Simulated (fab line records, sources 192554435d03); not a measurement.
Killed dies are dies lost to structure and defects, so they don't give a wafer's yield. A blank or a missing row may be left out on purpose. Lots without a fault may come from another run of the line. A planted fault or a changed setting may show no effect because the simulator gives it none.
fab line records | flow n5_finfet
record lots=7 wafers=21
route steps=1938 shown BEOL_M7@1269 BEOL_M8@1349 BEOL_M9@1431
start_h: hours from the record's first day to the start of the lot's first wafer shown | wait_h: hours since the lot's step before | " the same as in the row above | L1.1+2: a row that stands for several wafers | - no value, or no start given | * or withheld: withheld | < > ~ a bound
route shown NAME@n: a module of which the file shows steps, and the number in the route of the first | usual: mean/standard deviation of fault-free wafers | same: alike in all rows | chamber/n: place in a boat | sites: the reading at each site | _std_site: their standard deviation | _edge_site: outer sites' mean less inner sites' | radius_mm: how far each site lies from the wafer's centre | mask NAME#n: copy n | behind: the tool/chamber that last shaped the wafer | hold: why the lot was held/for how many hours/how that ended | device: the transistor (n, p or np) that didn't switch | end of line: the same wafers' tests at the end of the route | a step without rows: its recipe alone | killed: dies lost to structure and defects at the first sort, not the wafer's yield | map: a wafer's dies, x killed, . not, _ none there
set.NAME: the setting as run; set.NAME@STEP: as run at that earlier step | model.NAME: the simulator's own value behind a step, which no gauge read
lots whose settings were changed on purpose; a table a step, a row a wafer
## steps
# step N5_BEOL_M7_COAT_60
# recipe resist=SiARC temp_c=220 time_s=60 spin_rpm=1500 resist_thk_nm=35
# columns lot.wafer tool chamber start_h wait_h set.spin_rpm model.SiARC_of_BEOL_M7_COAT_60.thk_nm
L074.2 litho_track-04 0 - - 1659 33.4
L074.4 " 0 " " 1659 33.2
L074.6 " 0 " " 1500 35
L084.3+5 litho_track-03 0 - - 1500 35
L084.4 " 0 " " 1500 35.2
L085.1 litho_track-04 0 - - 1500 35.2
L085.3+4 " 0 " " 1382 36.6
L086.2+6 litho_track-03 0 - - 1500 34.8
L086.5 " 0 " " 1500 35
L089.2+5+6 litho_track-05 0 - - 1500 35
L090.1 litho_track-03 0 - - 1389 36.2
L090.2+6 " 0 " " 1500 34.8
L093.1+2+5 litho_track-05 0 - - 1500 35
# step N5_BEOL_M7_COAT_05
# recipe resist=CAR-ArF spin_rpm=1500 resist_thk_nm=90
# step N5_BEOL_M7_EBR_07
# recipe solvent=PGMEA ebr_width_mm=1.5
# step N5_BEOL_M7_DESCUM_16
# recipe chemistry=O2 time_s=7.9 source_power_w=50 bias_power_w=20 pressure_mtorr=20 rf_frequency_hz=2.712e+07 temp_c=40 resist=CAR-ArF o2_flow_sccm=225
# step N5_BEOL_M7_ETCH_61
# recipe chemistry=CF4 target=SiARC target_depth_a=455 mask_material=CAR-ArF time_s=75.8 ion_energy_ev=80 pressure_mtorr=40 source_w=545 bias_w=36 Ar_flow_sccm=100 cf4_flow_sccm=100 ends=cleared
# columns lot.wafer tool chamber start_h wait_h set.spin_rpm@BEOL_M7_COAT_60 model.etch.depth_nm model.CAR-ArF_of_BEOL_M7_COAT_05.thk_nm
L074.2 rie_diel-03 2 202.09 0.0 1659 33.31 52.8
L074.4 " 3 " " 1659 33.21 53
L074.6 " 1 " " 1500 35.02 51.4
L084.3 rie_diel-03 0 259.28 0.0 1500 35.08 50.6
L084.4 " 3 " " 1500 35.18 50.2
L084.5 " 0 " " 1500 35.06 50.2
L085.1 rie_diel-06 0 270.65 0.0 1500 35.21 51.6
L085.3 " 1 " " 1382 36.61 49.8
L085.4 " 2 " " 1382 36.66 49.6
L086.2 rie_diel-06 1 275.89 0.0 1500 34.85 51
L086.5 " 2 " " 1500 34.92 50.6
L086.6 " 1 " " 1500 34.78 51
L089.2 rie_diel-05 0 282.16 0.0 1500 34.98 50.8
L089.5 " 0 " " 1500 35.07 51
L089.6 " 1 " " 1500 34.99 50.8
L090.1 rie_diel-03 3 302.34 0.0 1389 36.16 49.6
L090.2 " 1 " " 1500 34.84 50.8
L090.6 " 1 " " 1500 34.77 51
L093.1 rie_diel-03 0 308.23 0.0 1500 35.01 50.6
L093.2 " 3 " " 1500 35.05 50.8
L093.5 " 0 " " 1500 35.04 50.4
# step N5_BEOL_M7_ETCH_62
# recipe chemistry=N2/H2 target=SOC target_depth_a=1100 overetch_a=220 mask_material=SiARC temp_c=40 time_s=165 ion_energy_ev=200 pressure_mtorr=30 source_w=840 bias_w=150 n2_flow_sccm=200 h2_flow_sccm=200
# columns lot.wafer tool chamber start_h wait_h set.spin_rpm@BEOL_M7_COAT_60 model.SiARC_of_BEOL_M7_COAT_60.thk_nm
L074.2 rie_diel-03 2 202.14 0.0 1659 27
L074.4 " 3 " " 1659 26.8
L074.6 " 1 " " 1500 28.4
L084.3+5 rie_diel-03 0 259.34 0.0 1500 28.2
L084.4 " 3 " " 1500 28.8
L085.1 rie_diel-06 0 270.71 0.0 1500 28.6
L085.3 " 1 " " 1382 30
L085.4 " 2 " " 1382 29.6
L086.2+6 rie_diel-06 1 275.95 0.0 1500 28.2
L086.5 " 2 " " 1500 28
L089.2 rie_diel-05 0 282.22 0.0 1500 28.2
L089.5+6 " 0,1 " " 1500 28.4
L090.1 rie_diel-03 3 302.39 0.0 1389 29.6
L090.2 " 1 " " 1500 28.2
L090.6 " 1 " " 1500 28
L093.1+5 rie_diel-03 0 308.29 0.0 1500 28.2
L093.2 " 3 " " 1500 28.6
# step N5_BEOL_M7_VIA_ETCH_34
# recipe chemistry=C4F6/O2 target=SiCOH_lowk target_depth_a=1255 mask_material=SOC taper_deg=4 time_s=50.5 ion_energy_ev=250 pressure_mtorr=30 source_w=345 bias_w=185 Ar_flow_sccm=300 C4F6_flow_sccm=10 O2_flow_sccm=10
# usual rf_vpp_V=672/9.7
# columns lot.wafer tool chamber start_h wait_h set.source_w rf_vpp_V model.etch.depth_nm model.SOC_of_BEOL_M7_COAT_63.thk_nm
L074.2 rie_diel-03 0 204.63 0.0 306.5 714 120.8 54.2
L074.4 " 2 " " 306.5 710 115.7 54.4
L074.6 " 1 " " 306.5 709 118.3 54.2
L084.3 rie_diel-03 3 260.88 0.0 345 653 121.7 53.8
L084.4 " 0 " " 345 674 124.1 53.8
L084.5 " 0 " " 345 673 125.7 54.2
L085.1 rie_diel-06 1 274.64 0.0 345 683 124 53.6
L085.3 " 0 " " 301.7 727 119.6 54
L085.4 " 2 " " 301.7 717 121.4 54
L086.2 rie_diel-05 0 278.34 0.0 305.7 727 119.7 54.2
L086.5 " 3 " " 345 688 129.7 53.6
L086.6 " 0 " " 305.7 725 119.1 54.2
L089.2 rie_diel-06 3 285.15 0.0 327.8 687 120.1 54.2
L089.5 " 1 " " 345 681 124.1 53.6
L089.6 " 0 " " 327.8 695 122.9 54
L090.1 rie_diel-03 3 304.54 0.0 294.4 707 114.6 54.4
L090.2 " 0 " " 345 674 124.5 53.6
L090.6 " 3 " " 294.4 707 113.6 54.4
L093.1 rie_diel-03 3 309.35 0.0 345 652 121.5 53.8
L093.2 " 0 " " 345 672 124 53.6
L093.5 " 3 " " 345 651 121.8 53.8
# step N5_BEOL_M7_TRENCH_ETCH_37
# recipe chemistry=C4F6/O2 target_depth_a=934.78 target=SiCOH_lowk time_s=31.2 ion_energy_ev=250 pressure_mtorr=30 source_w=345 bias_w=185 Ar_flow_sccm=300 C4F6_flow_sccm=10 O2_flow_sccm=10
# columns lot.wafer tool chamber start_h wait_h set.time_s model.etch.depth_nm model.BEOL_M7.feature_depth_nm model.TiN_of_BEOL_M7_HM_DEP_02.thk_nm
L074.2 rie_diel-03 0 - - 31.2 92.83 92.8 17.6
L074.4 " 2 " " 34.4 98.31 98.4 17.4
L074.6 " 1 " " 34.4 101.3 101.4 17.6
L084.3 rie_diel-03 3 - - 31.2 91.2 91.2 17.2
L084.4 " 0 " " 31.2 94.05 94 17.2
L084.5 " 0 " " 31.2 94.17 94.2 17.2
L085.1 rie_diel-06 1 - - 31.2 92 92 17.2
L085.3 " 0 " " 36.46 109.3 109.4 16.6
L085.4 " 2 " " 31.2 95.8 95.8 17
L086.2 rie_diel-05 0 - - 31.2 93.09 93 17.4
L086.5 " 3 " " 27.47 85.47 85.4 17.8
L086.6 " 0 " " 31.2 93.06 93 17.4
L089.2 rie_diel-06 3 - - 31.2 90.39 90.4 17
L089.5 " 1 " " 31.2 91.03 91 17
L089.6 " 0 " " 24.53 73.02 73 17.4
L090.1 rie_diel-03 3 - - 26.93 78.26 78.2 17.6
L090.2 " 0 " " 31.2 93.67 93.6 17.2
L090.6 " 3 " " 31.2 90.75 90.8 17.2
L093.1 rie_diel-03 3 - - 31.2 91.12 91.2 17.6
L093.2 " 0 " " 31.2 93.8 93.8 17.6
L093.5 " 3 " " 31.2 91.5 91.4 17.8
# step N5_BEOL_M7_ETCH_41
# recipe chemistry=CH3F/O2 target=SiCN target_depth_a=319 taper_deg=2 time_s=57.8 ion_energy_ev=120 mask_material=TiN pressure_mtorr=30 source_w=395 bias_w=75 Ar_flow_sccm=150 CH3F_flow_sccm=30 O2_flow_sccm=20
# step N5_BEOL_M7_STRIP_80
# recipe chemistry=N2/H2 time_s=10 power_w=450 temp_c=40 pressure_mtorr=20 rf_frequency_hz=6e+07 bias_power_w=7 n2_flow_sccm=200 h2_flow_sccm=200
# step N5_BEOL_M7_OCD_MEAS_38
# usual trench_depth_nm=92.9/2
# columns lot.wafer tool chamber start_h wait_h set.time_s@BEOL_M7_TRENCH_ETCH_37 trench_depth_nm
L074.2 ocd-01 - 204.88 - 31.2 93.3
L074.4 " - " " 34.4 98.5
L074.6 " - " " 34.4 100.8
L084.3 ocd-01 - 261.14 - 31.2 91.2
L084.4 " - " " 31.2 93.8
L084.5 " - " " 31.2 94.1
L085.1 ocd-02 - 274.89 - 31.2 91.8
L085.3 " - " " 36.46 110.4
L085.4 " - " " 31.2 95.9
L086.2 ocd-01 - 278.59 - 31.2 93.4
L086.5 " - " " 27.47 85.8
L086.6 " - " " 31.2 93.5
L089.2 ocd-02 - 285.40 - 31.2 90.8
L089.5 " - " " 31.2 90.9
L089.6 " - " " 24.53 72.8
L090.1 ocd-02 - 304.79 - 26.93 78.2
L090.2 " - " " 31.2 93.6
L090.6 " - " " 31.2 90.4
L093.1 ocd-01 - 309.60 - 31.2 91.3
L093.2 " - " " 31.2 93.4
L093.5 " - " " 31.2 91.5
# step N5_BEOL_M7_HM_STRIP_39
# recipe chemistry=peroxide_tin_strip material=TiN target_depth_a=250 temp_c=50 time_s=158
# step N5_BEOL_M7_SRD_40
# recipe time_s=30 temp_c=23 rinse_liquid=diw dry=ipa_marangoni
# step N5_BEOL_M7_ECD_50
# recipe material=Cu target_thk_a=3000
# step N5_BEOL_M7_ANNEAL_51
# recipe temp_c=225 time_s=90 ambient=N2
# step N5_BEOL_M7_CMP_52
# recipe stop_on=SiCOH_lowk t_overpolish_s=6.9 down_force_psi=1 platen_rpm=50 clearing_platen_down_force_psi=1.5 clearing_platen_rpm=50 post_cmp_clean=cu_alkaline target_thk_nm=80 clearing_platen_pad_velocity_m_s=0.99484 pad_velocity_m_s=0.99484
# columns lot.wafer tool chamber start_h wait_h set.time_s@BEOL_M7_TRENCH_ETCH_37 model.Cu_of_BEOL_M7_ECD_50.thk_nm
L074.2 cmp-01 1 207.30 0.2 31.2 79
L074.4 " 3 " " 34.4 84.2
L074.6 " 0 " " 34.4 88.2
L084.3 cmp-01 0 264.06 0.2 31.2 78.6
L084.4 " 2 " " 31.2 80.8
L084.5 " 0 " " 31.2 81.2
L085.3 cmp-04 3 277.75 0.2 36.46 96
L085.1 " 0 " " 31.2 78.4
L085.4 " 2 " " 31.2 80.4
L086.2 cmp-01 0 281.53 0.3 31.2 80.2
L086.5 " 1 " " 27.47 71.6
L086.6 " 2 " " 31.2 78.8
L089.2 cmp-04 1 287.64 0.3 31.2 77.6
L089.6 " 2 " " 24.53 58
L089.5 " 3 " " 31.2 76.2
L090.2 cmp-01 1 307.86 0.2 31.2 80
L090.1 " 0 " " 26.93 66
L090.6 " 2 " " 31.2 77.4
L093.2 cmp-03 2 311.76 0.2 31.2 81.6
L093.1 " 0 " " 31.2 78
L093.5 " 3 " " 31.2 76.8
# step N5_BEOL_M7_THK_MEAS_53
# recipe thk_meas_gauge=xrf reads=Cu_of_BEOL_M7_ECD_50
# usual M7_THK=81.8/2.3
# columns lot.wafer tool chamber start_h wait_h set.time_s@BEOL_M7_TRENCH_ETCH_37 M7_THK[nm]
L074.2 film_metro-01 - 207.56 - 31.2 81.1
L074.4 " - " " 34.4 86.8
L074.6 " - " " 34.4 90.1
L084.3 film_metro-01 - 264.36 - 31.2 81.7
L084.4 " - " " 31.2 83.6
L084.5 " - " " 31.2 83.8
L085.1 film_metro-01 - 278.04 - 31.2 81.0
L085.3 " - " " 36.46 98.8
L085.4 " - " " 31.2 83.3
L086.2 film_metro-01 - 281.71 - 31.2 83.2
L086.5 " - " " 27.47 74.1
L086.6 " - " " 31.2 81.7
L089.2 film_metro-02 - 287.82 - 31.2 79.0
L089.5 " - " " 31.2 77.5
L089.6 " - " " 24.53 58.7
L090.1 film_metro-02 - 308.15 - 26.93 68.4
L090.2 " - " " 31.2 83.6
L090.6 " - " " 31.2 80.4
L093.1 film_metro-02 - 312.05 - 31.2 80.5
L093.2 " - " " 31.2 84.3
L093.5 " - " " 31.2 79.3
# step N5_BEOL_M7_PRE_CLEAN_55
# recipe gas=NH3 time_s=15 temp_c=withheld rf_power_w=300
# step N5_BEOL_M7_DEP_56
# recipe material=SiCN target_thk_a=100 temp_c=withheld precursor=3MS/NH3 pressure_torr=3 rf_w=202 time_s=17.5
# step N5_BEOL_M7_RS_MEAS_57
# recipe thk_meas_gauge=four-point-probe reads=Cu_of_BEOL_M7_ECD_50+Co_of_BEOL_M7_CVD_78+TaN_of_BEOL_M7_ALD_77
# usual M7_RS=0.290/0.0092
# columns lot.wafer tool chamber start_h wait_h set.time_s@BEOL_M7_TRENCH_ETCH_37 M7_RS[ohm/sq]
L074.2 film_metro-02 - 207.72 0.1 31.2 0.290
L074.4 " - " " 34.4 0.269
L074.6 " - " " 34.4 0.255
L084.3 film_metro-01 - 264.52 0.1 31.2 0.292
L084.4 " - " " 31.2 0.283
L084.5 " - " " 31.2 0.280
L085.1 film_metro-02 - 278.17 0.1 31.2 0.293
L085.3 " - " " 36.46 0.232
L085.4 " - " " 31.2 0.284
L086.2 film_metro-02 - 281.84 0.1 31.2 0.285
L086.5 " - " " 27.47 0.327
L086.6 " - " " 31.2 0.291
L089.2 film_metro-01 - 287.95 0.1 31.2 0.296
L089.5 " - " " 31.2 0.302
L089.6 " - " " 24.53 0.419
L090.1 film_metro-01 - 308.28 0.1 26.93 0.359
L090.2 " - " " 31.2 0.285
L090.6 " - " " 31.2 0.297
L093.1 film_metro-02 - 312.18 0.1 31.2 0.295
L093.2 " - " " 31.2 0.280
L093.5 " - " " 31.2 0.300
# step N5_BEOL_M8_ETCH_61
# recipe chemistry=CF4 target=SiARC target_depth_a=455 mask_material=CAR-ArF time_s=75.8 ion_energy_ev=80 pressure_mtorr=40 source_w=545 bias_w=36 Ar_flow_sccm=100 cf4_flow_sccm=100 ends=cleared
# usual rf_vpp_V=184.1/0.94
# columns lot.wafer tool chamber start_h wait_h set.bias_w rf_vpp_V
L074.2 rie_diel-02 1 209.88 0.0 36 184.5
L074.4 " 3 " " 40.07 197.1
L074.6 " 2 " " 40.07 199.0
L084.3 rie_diel-04 2 267.23 0.0 36 183.8
L084.4 " 3 " " 36 184.1
L084.5 " 0 " " 36 184.0
L085.1 rie_diel-02 1 280.81 0.0 37.96 191.3
L085.3 " 2 " " 37.96 191.0
L085.4 " 0 " " 36 183.4
L086.2 rie_diel-04 3 285.24 0.0 38.61 194.2
L086.5 " 0 " " 36 183.6
L086.6 " 1 " " 36 182.8
L089.2 rie_diel-04 3 291.29 0.0 36 185.7
L089.5 " 2 " " 31.24 167.5
L089.6 " 1 " " 31.24 169.2
L090.1 rie_diel-01 2 310.69 0.0 32.94 173.5
L090.2 " 1 " " 36 183.9
L090.6 " 1 " " 36 185.0
L093.1 rie_diel-02 1 314.40 0.0 36 184.0
L093.2 " 2 " " 36 184.3
L093.5 " 1 " " 36 183.3
# step N5_BEOL_M8_COAT_22
# recipe resist=CAR-EUV spin_rpm=1500 resist_thk_nm=30
# columns lot.wafer tool chamber start_h wait_h set.spin_rpm model.CAR-EUV_of_BEOL_M8_COAT_22.thk_nm
L074.2+4 litho_track-03 0 - - 1500 30
L074.6 " 0 " " 1361 31.6
L084.3 litho_track-02 0 - - 1666 28.4
L084.4 " 0 " " 1500 30
L084.5 " 0 " " 1500 29.8
L085.1 litho_track-01 0 - - 1371 31.2
L085.3+4 " 0 " " 1371 31.4
L086.2 litho_track-03 0 - - 1646 28.6
L086.5+6 " 0 " " 1500 29.8
L089.2+5 litho_track-01 0 - - 1500 29.8
L089.6 " 0 " " 1500 30
L090.1+2+6 litho_track-01 0 - - 1500 30
L093.1+2+5 litho_track-01 0 - - 1500 30
# step N5_BEOL_M8_EBR_24
# recipe solvent=PGMEA ebr_width_mm=1.5
# step N5_BEOL_M8_SOFTBAKE_23
# recipe temp_c=110 time_s=60 resist=CAR-EUV
# step N5_BEOL_M8_EXPOSE_25
# recipe mask_id=V7 na=0.33 source_shape=annular sigma_inner=0.4 sigma_outer=0.8 polarization=unpolarized target_cd_nm=40 dose_mj=42.5
# step N5_BEOL_M8_PEB_26
# recipe peb_temp_c=100 peb_time_s=60 resist=CAR-EUV
# step N5_BEOL_M8_DEVELOP_27
# recipe develop_time_s=30 developer=TMAH resist=CAR-EUV rinse_liquid=surfactant_rinse dry=air_spin dev_temp_c=23
# columns lot.wafer tool chamber start_h wait_h set.spin_rpm@BEOL_M8_COAT_22 model.CAR-EUV_of_BEOL_M8_COAT_22.thk_nm
L074.2 litho_track-03 0 - - 1500 29.4
L074.4 " 0 " " 1500 29.6
L074.6 " 0 " " 1361 31
L084.3 litho_track-03 0 - - 1666 28
L084.4 " 0 " " 1500 29.6
L084.5 " 0 " " 1500 29.4
L085.1+3 litho_track-02 0 - - 1371 30.8
L085.4 " 0 " " 1371 31
L086.2 litho_track-03 0 - - 1646 28
L086.5+6 " 0 " " 1500 29.4
L089.2+5 litho_track-03 0 - - 1500 29.4
L089.6 " 0 " " 1500 29.6
L090.1 litho_track-01 0 - - 1500 29.4
L090.2+6 " 0 " " 1500 29.6
L093.1+2+5 litho_track-01 0 - - 1500 29.6
# step N5_BEOL_M9_EXPOSE_25
# recipe mask_id=V8 na=0.33 source_shape=annular sigma_inner=0.4 sigma_outer=0.8 polarization=unpolarized dose_mj=37.25
# columns lot.wafer tool chamber start_h wait_h mask set.dose_mj
L074.2+6 euv_scanner-01 0 218.17 - V8#0 37.25
L074.4 " 0 " " V8#0 39.75
L084.3 euv_scanner-01 0 277.03 - V8#0 37.25
L084.4+5 " 0 " " V8#0 34.64
L085.1+3 euv_scanner-01 0 288.96 - V8#0 39.52
L085.4 " 0 " " V8#0 37.25
L086.2 euv_scanner-01 0 295.97 - V8#0 37.25
L086.5+6 " 0 " " V8#0 38.75
L089.2+6 euv_scanner-02 0 299.48 - V8#0 37.25
L089.5 " 0 " " V8#0 35.75
L090.1+6 euv_scanner-02 0 321.66 - V8#0 37.25
L090.2 " 0 " " V8#0 39.1
L093.1+2+5 euv_scanner-01 0 325.38 - V8#0 37.25
# step N5_BEOL_M9_PEB_26
# recipe peb_temp_c=100 peb_time_s=60 resist=CAR-EUV
# step N5_BEOL_M9_DEVELOP_27
# recipe develop_time_s=30 developer=TMAH resist=CAR-EUV rinse_liquid=surfactant_rinse dry=air_spin dev_temp_c=23
# step N5_BEOL_M9_CD_MEAS_28
# recipe target_cd_nm=70 landing_energy_ev=500 detector=se_inlens polarity=opening
# usual cd_nm=69.92/0.24
# columns lot.wafer tool chamber start_h wait_h set.dose_mj@BEOL_M9_EXPOSE_25 cd_nm
L074.2 cd_sem-01 0 218.30 - 37.25 70.42
L074.4 " 0 " " 39.75 71.89
L074.6 " 0 " " 37.25 70.37
L084.3 cd_sem-02 0 277.15 - 37.25 69.70
L084.4 " 0 " " 34.64 68.32
L084.5 " 0 " " 34.64 68.03
L085.1 cd_sem-03 0 289.09 - 39.52 71.66
L085.3 " 0 " " 39.52 71.23
L085.4 " 0 " " 37.25 69.97
L086.2 cd_sem-03 0 296.10 - 37.25 69.87
L086.5 " 0 " " 38.75 70.86
L086.6 " 0 " " 38.75 70.94
L089.2 cd_sem-03 0 299.60 - 37.25 69.40
L089.5 " 0 " " 35.75 68.81
L089.6 " 0 " " 37.25 69.94
L090.1 cd_sem-01 0 321.79 - 37.25 70.07
L090.2 " 0 " " 39.1 71.26
L090.6 " 0 " " 37.25 69.76
L093.1 cd_sem-03 0 325.51 - 37.25 69.59
L093.2 " 0 " " 37.25 69.72
L093.5 " 0 " " 37.25 70.29
# step N5_BEOL_M9_VIA_ETCH_34
# recipe chemistry=C4F6/O2 target=SiCOH_lowk target_depth_a=1824 mask_material=SOC taper_deg=4 time_s=68.4 ion_energy_ev=250 pressure_mtorr=30 source_w=345 bias_w=185 Ar_flow_sccm=300 C4F6_flow_sccm=10 O2_flow_sccm=10
# usual rf_vpp_V=673/8.4
# columns lot.wafer tool chamber start_h wait_h set.source_w rf_vpp_V
L074.2 rie_diel-06 3 218.60 0.0 345 669
L074.4 " 3 " " 307.8 708
L074.6 " 1 " " 307.8 723
L084.3 rie_diel-06 3 278.52 0.0 345 668
L084.4 " 2 " " 345 670
L084.5 " 2 " " 398.4 621
L085.1 rie_diel-06 0 289.44 0.0 345 679
L085.3 " 3 " " 345 668
L085.4 " 2 " " 345 668
L086.2 rie_diel-03 1 296.40 0.0 345 665
L086.5 " 0 " " 345 674
L086.6 " 1 " " 345 666
L089.2 rie_diel-06 1 300.28 0.0 345 681
L089.5 " 0 " " 398.2 632
L089.6 " 3 " " 345 668
L090.1 rie_diel-06 0 322.11 0.0 365.1 659
L090.2 " 1 " " 345 682
L090.6 " 1 " " 345 683
L093.1 rie_diel-03 2 326.30 0.0 345 667
L093.2 " 3 " " 345 652
L093.5 " 2 " " 345 666
## key
split step=N5_BEOL_M7_COAT_60 setting=spin_rpm stated=1500 by=wafer
response step=N5_BEOL_M7_COAT_60 reading=model.SiARC_of_BEOL_M7_COAT_60.thk_nm change=-0.172 per=1% r=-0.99
response step=N5_BEOL_M7_ETCH_61 reading=model.etch.depth_nm change=-0.174 per=1% r=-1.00
response step=N5_BEOL_M7_ETCH_61 reading=model.CAR-ArF_of_BEOL_M7_COAT_05.thk_nm change=+0.177 per=1% r=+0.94
response step=N5_BEOL_M7_ETCH_62 reading=model.SiARC_of_BEOL_M7_COAT_60.thk_nm change=-0.159 per=1% r=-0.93
split step=N5_BEOL_M7_VIA_ETCH_34 setting=source_w stated=345 by=wafer
response step=N5_BEOL_M7_VIA_ETCH_34 reading=rf_vpp_V change=-2.79 per=1% r=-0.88
response step=N5_BEOL_M7_VIA_ETCH_34 reading=model.etch.depth_nm change=+0.618 per=1% r=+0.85
response step=N5_BEOL_M7_VIA_ETCH_34 reading=model.SOC_of_BEOL_M7_COAT_63.thk_nm change=-0.0495 per=1% r=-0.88
split step=N5_BEOL_M7_TRENCH_ETCH_37 setting=time_s stated=31.2 by=wafer
response step=N5_BEOL_M7_TRENCH_ETCH_37 reading=model.etch.depth_nm change=+0.843 per=1% r=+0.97
response step=N5_BEOL_M7_TRENCH_ETCH_37 reading=model.BEOL_M7.feature_depth_nm change=+0.846 per=1% r=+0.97
response step=N5_BEOL_M7_TRENCH_ETCH_37 reading=model.TiN_of_BEOL_M7_HM_DEP_02.thk_nm change=-0.024 per=1% r=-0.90
response step=N5_BEOL_M7_OCD_MEAS_38 reading=trench_depth_nm change=+0.859 per=1% r=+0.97
response step=N5_BEOL_M7_CMP_52 reading=model.Cu_of_BEOL_M7_ECD_50.thk_nm change=+0.872 per=1% r=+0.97
response step=N5_BEOL_M7_THK_MEAS_53 reading=M7_THK change=+0.902 per=1% r=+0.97
response step=N5_BEOL_M7_RS_MEAS_57 reading=M7_RS change=-0.00442 per=1% r=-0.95
split step=N5_BEOL_M8_ETCH_61 setting=bias_w stated=36 by=wafer
response step=N5_BEOL_M8_ETCH_61 reading=rf_vpp_V change=+1.31 per=1% r=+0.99
split step=N5_BEOL_M8_COAT_22 setting=spin_rpm stated=1500 by=wafer
response step=N5_BEOL_M8_COAT_22 reading=model.CAR-EUV_of_BEOL_M8_COAT_22.thk_nm change=-0.142 per=1% r=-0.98
response step=N5_BEOL_M8_DEVELOP_27 reading=model.CAR-EUV_of_BEOL_M8_COAT_22.thk_nm change=-0.146 per=1% r=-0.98
split step=N5_BEOL_M9_EXPOSE_25 setting=dose_mj stated=37.25 by=wafer
response step=N5_BEOL_M9_CD_MEAS_28 reading=cd_nm change=+0.234 per=1% r=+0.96
split step=N5_BEOL_M9_VIA_ETCH_34 setting=source_w stated=345 by=wafer
response step=N5_BEOL_M9_VIA_ETCH_34 reading=rf_vpp_V change=-3.25 per=1% r=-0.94
